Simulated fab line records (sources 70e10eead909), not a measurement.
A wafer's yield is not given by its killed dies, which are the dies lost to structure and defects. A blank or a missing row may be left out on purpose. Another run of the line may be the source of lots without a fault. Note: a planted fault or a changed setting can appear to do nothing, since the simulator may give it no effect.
A lot that was struck, set against a sound lot + flow nandHarc + 15 out of 1302 route steps
Sound: the wafers L766.2, L766.3, L766.4. Wafers struck: L753.2, L753.4, L753.6. The cause comes at the end.
For every step that has rows: the tool of each side, followed by ch and its chambers, followed by its first start. Under that, the readings that differ: sound wafers + struck wafers + difference of the means + sigmas: that difference in standard deviations of wafers without a fault.
alike: same words and numbers on both sides, and readings whose means sit less than 2 such deviations apart. not compared: any withheld reading, any reading some wafer has no value for, any bound like >300 that may hide the same value, and any number with overlapping values for which the record gives no deviation.
The two part at a step that has a row with sigmas, a row that says differs or no value, or rows on one side only. When numbers do not overlap yet have no deviation, they are printed without sigmas and do not part them. A reading missing from all wafers of one side parts the sides only when that side holds two or more wafers.

NHARC_A_CHANNEL_HOLE_D2_ETCH_44: etches the open film in CF4/O2, target depth 140 nm, overetch 14 nm, time 77 s.
  sound on rieDiel-02 ch 0,1,2, day 20 03:59; struck on rieDiel-05 ch 0,1,2, day 17 19:41
  alike: drypumpMotorCurrentA, o2FlowSccm, oesProductAu, rfVppV, showerheadPlenumPTorr, throttleValvePct
  not compared: rfHoursCounterH
NHARC_A_CHANNEL_HOLE_D2_STRIP_28: strips in O2.
  sound on rieDiel-02 ch 0,1,2; struck on rieDiel-05 ch 1,3
  alike: drypumpMotorCurrentA, o2FlowSccm, oesProductAu, rfVppV, showerheadPlenumPTorr, throttleValvePct
  not compared: rfHoursCounterH
then, 2 steps without rows for these wafers: NHARC_A_CHANNEL_HOLE_D2_PRECLEAN_29 (cleans in SC1); NHARC_A_CHANNEL_HOLE_D2_SRD_30.
NHARC_A_CHANNEL_HOLE_D2_CD_MEAS_31:
  sound: cdSem-03 at day 20 04:55; struck: cdSem-02 at day 17 20:29
  alike: cdNm
NHARC_A_CHANNEL_HOLE_D2_XSEM_32:
  sound on xsem-02 ch 0, day 20 05:00; struck on xsem-02 ch 0, day 17 20:36
  alike: botCdNm, bowNm, tiltDeg
NHARC_A_CHANNEL_HOLE_D2_INSPECT_40:
  sound: defectInspect-02 at day 20 05:05; struck: defectInspect-02 at day 17 20:41
  alike: rawDefectCount
then, 2 steps without rows for these wafers: NHARC_A_CHANNEL_FILL_D2_PRECLEAN_00 (cleans in SC1); NHARC_A_CHANNEL_FILL_D2_SRD_01.
NHARC_A_CHANNEL_FILL_D2_ALD_02: deposits SiO2, target thk 6 nm, pulse time 10 s, ald cycles 60.
  sound on aldHk-02 ch 0,2,3, day 20 05:17; struck on aldHk-02 ch 0,2, day 17 20:58
  alike: aldCycles, heaterPowerW, precursorPulseHeightRel
then, 2 steps without rows for these wafers: NHARC_A_CHANNEL_FILL_D2_ALD_03 (deposits SiNx, target thk 6 nm, pulse time 60 s, ald cycles 58); NHARC_A_CHANNEL_FILL_D2_ALD_14 (deposits SiO2, target thk 2.5 nm, pulse time 10 s, ald cycles 25).
NHARC_A_CHANNEL_FILL_D2_ALD_15: deposits SiNx, target thk 2 nm, pulse time 60 s, ald cycles 19.
  sound on aldSinBatch-02 ch 0, day 20 15:25; struck on aldSinBatch-01 ch 0, day 18 07:01
| reading   | sound    | struck | difference | sigmas |
|-----------|----------|--------|------------|--------|
| aldCycles | 19 19 19 | 8 8 8  | -11        |        |
  alike: precursorPulseHeightRel
NHARC_A_CHANNEL_FILL_D2_ALD_16: deposits SiO2, target thk 1.5 nm, pulse time 10 s, ald cycles 15.
  sound on aldHk-04 ch 1,2,3, day 20 19:33; struck on aldHk-04 ch 0,1, day 18 09:16
  alike: aldCycles, heaterPowerW, precursorPulseHeightRel
next, for these wafers, 1 step has no rows: NHARC_END_SORT_01.

WHERE THEY PART
Nowhere in this record.

WHY: what had been put in by the simulator
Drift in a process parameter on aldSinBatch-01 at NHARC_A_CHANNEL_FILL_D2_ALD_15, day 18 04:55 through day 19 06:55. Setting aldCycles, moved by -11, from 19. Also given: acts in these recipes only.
